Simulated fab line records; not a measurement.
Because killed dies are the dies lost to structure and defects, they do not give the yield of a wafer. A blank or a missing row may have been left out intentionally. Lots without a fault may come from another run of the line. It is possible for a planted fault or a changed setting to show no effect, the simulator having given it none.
Struck lot and sound lot, side by side	flow n5_finfet	39 steps out of a route of 1938
Sound: the wafers L587.2, L587.3, L587.6. Struck: wafer L598.3; the same lot's L598.6 was not struck, so it is left out; see the end for the cause.
Order at every step that has rows: each side's tool, ch and its chambers, its first start. Under that, the readings that differ: sound wafers	struck wafers	difference of the means	sigmas: that difference in standard deviations of wafers without a fault.
alike: readings whose means differ by less than 2 such deviations, and words and numbers that are the same on both sides. not compared: withheld readings, readings that some wafer has no value for, bounds like >300 that may hide the same value, and numbers for which the record gives no deviation and whose values overlap.
The two part at a step that has a row with sigmas, a row that says differs or no value, or rows on one side only. Numbers that don't overlap but have no deviation are shown without sigmas and don't part them. A reading that every wafer of one side lacks parts them only if that side has two wafers or more.

first, 9 steps without rows for these wafers: N5_MOL_CONTACT_COAG_EXPOSE_05 (exposes mask CA, defocus 0 nm); N5_MOL_CONTACT_COAG_PEB_06 (peb time 60 s); N5_MOL_CONTACT_COAG_DEVELOP_07 (develop time 30 s); N5_MOL_CONTACT_COAG_DESCUM_13 (chemistry O2, time 7 s); N5_MOL_CONTACT_COAG_ETCH_59 (etches underlayer in N2/H2, target depth 13 nm, time 10.4 s); N5_MOL_CONTACT_COAG_ETCH_105 (etches SiARC in CF4, target depth 15.6 nm, time 26 s); N5_MOL_CONTACT_COAG_ETCH_106 (etches SOC in N2/H2, target depth 80 nm, overetch 16 nm, time 120 s); N5_MOL_CONTACT_COAG_STRIP_107 (strips in N2/H2); N5_MOL_CONTACT_COAG_STRIP_108 (strips in N2/H2).
N5_MOL_CONTACT_COAG_CONTACT_ETCH_14: etches SiO2 in C4F6/O2, target depth 27.5 nm, overetch 8.5 nm, time 20 s.
  sound on rie_diel-05 ch 1,2,3, day 5 23:24; struck on rie_diel-05 ch 3, day 8 17:48
reading	sound	struck	difference	sigmas
run_length_s (s)	43.4 43.4 43.5	34.7	-8.7	-23
model.SOC_of_MOL_CONTACT_COAG_COAT_103.thk_nm (nm)	78.8 78.8 78.8	79.4	+0.6	
  alike: chamber_pressure_mTorr, drypump_motor_current_A, oes_product_au, rf_vpp_V, showerhead_plenum_p_Torr, throttle_valve_pct
  not compared: rf_hours_counter_h
then, 1 step without rows for these wafers: N5_MOL_CONTACT_COAG_STRIP_109 (strips in C4F6/O2).
N5_MOL_CONTACT_COAG_ETCH_15: etches SiNx in CH3F/O2, stops on Si:P, target depth 7 nm.
  sound on rie_diel-05 ch 1,2,3, day 5 23:26; struck on rie_diel-05 ch 3, day 8 17:50
reading	sound	struck	difference	sigmas
oes_product_au (a.u.)	0.53 0.55 0.54	0.26	-0.28	-5
  alike: chamber_pressure_mTorr, drypump_motor_current_A, rf_vpp_V, showerhead_plenum_p_Torr, throttle_valve_pct
  not compared: rf_hours_counter_h
N5_MOL_CONTACT_COAG_ETCH_110: etches Si in CF4/O2, target depth 2.5 nm, time 8 s.
  sound on rie_diel-05 ch 1,2,3, day 5 23:30; struck on rie_diel-05 ch 3, day 8 17:53
reading	sound	struck	difference	sigmas
model.SOC_of_MOL_CONTACT_COAG_COAT_103.thk_nm (nm)	74 74 74	74.6	+0.6	
  alike: chamber_pressure_mTorr, drypump_motor_current_A, oes_product_au, rf_vpp_V, showerhead_plenum_p_Torr, throttle_valve_pct
  not compared: rf_hours_counter_h
then, 1 step without rows for these wafers: N5_MOL_CONTACT_COAG_STRIP_98 (strips in N2/H2).
N5_MOL_CONTACT_COAG_CD_MEAS_99 targets a cd of 17.2 nm.
  sound: cd_sem-01 at day 5 23:37; struck: cd_sem-02 at day 8 18:01
  not compared: cd_nm
then, 21 steps without rows for these wafers: N5_MOL_CONTACT_COAG_IMPLANT_129; N5_MOL_CONTACT_COAG_PRECLEAN_111 (cleans in NF3:NH3, afs cycles 1, time 20 s, sublimation time 60 s); N5_MOL_CONTACT_COAG_TI_SIL_19 (material Ti, target thk 4.2 nm, time 15 s); N5_MOL_CONTACT_COAG_ALD_20 (deposits TiN, target thk 1.5 nm, pulse time 1 s, purge time 3 s); N5_MOL_CONTACT_COAG_SIL_ANNEAL_21 (time 60 s); N5_MOL_CONTACT_COAG_PRE_CLEAN_141 (time 60 s); N5_MOL_CONTACT_COAG_SPUTTER_143 (material Co, target thk 2.5 nm); N5_MOL_CONTACT_COAG_CO_FILL_22 (material Co, precursor CCTBA/H2, target thk 20 nm); N5_MOL_CONTACT_COAG_ANNEAL_113 (time 300 s); N5_MOL_CONTACT_COAG_PRE_CLEAN_142 (time 60 s); N5_MOL_CONTACT_COAG_SPUTTER_130 (material Co, target thk 47.5 nm); N5_MOL_CONTACT_COAG_PRECLEAN_125 (cleans in DIW, time 57.5 s); N5_MOL_CONTACT_COAG_SRD_126 (dry time 32 s); N5_MOL_CONTACT_COAG_CMP_23 (polishes, stops on SiO2, t overpolish 1.5 s, target thk 0 nm); N5_MOL_CONTACT_COAG_WET_ETCH_26 (target Co, target depth 13 nm); N5_MOL_CONTACT_COAG_WET_ETCH_116 (etches the open film in SC1-inhibited, target depth 4.6 nm, rinse time 30 s); N5_MOL_CONTACT_COAG_ALD_27 (deposits SiOC, target thk 17 nm, pulse time 1.5 s, time 2720 s); N5_MOL_CONTACT_COAG_CMP_28 (polishes, stops on SiNx, t overpolish 0.85 s, target thk 14.522 nm); N5_MOL_CONTACT_COAG_ALD_123 (deposits SiNx, target thk 5 nm, pulse time 1 s, purge time 2 s); N5_MOL_CONTACT_COAG_PECVD_31 (deposits SiO2 from TEOS/O2, target thk 46 nm, time 8.9 s); N5_MOL_CONTACT_COAG_COAT_75 (time 60 s, resist thk 60 nm).
N5_MOL_CONTACT_COAG_CD_MEAS_40 targets a cd of 25.1 nm.
  sound on cd_sem-03 ch 0, day 6 09:12; struck on cd_sem-01 ch 0, day 9 04:26
  not compared: cd_nm
N5_BEOL_M4_RC_MEAS_101:
  the record has rows for the sound wafers here (prober-02 ch 0, day 11 06:26) and none for the struck ones
-- the record jumps here: 11 days lie between the struck wafers' starts before and after (it left off in module BEOL_M4 and takes up again in module PASSIVATION, whose first step shown is number 1936 of the route) --
N5_PASSIVATION_PROBE_49:
  record: rows for the struck wafers here (prober-02, day 19 20:14), none for the sound ones

## WHERE THEY PART
Earliest at N5_MOL_CONTACT_COAG_CONTACT_ETCH_14; latest, in this record, at N5_PASSIVATION_PROBE_49.

WHY: the cause the simulator had injected
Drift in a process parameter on rie_diel-05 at N5_MOL_CONTACT_COAG_CONTACT_ETCH_14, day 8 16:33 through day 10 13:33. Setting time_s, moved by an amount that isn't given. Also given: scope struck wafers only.
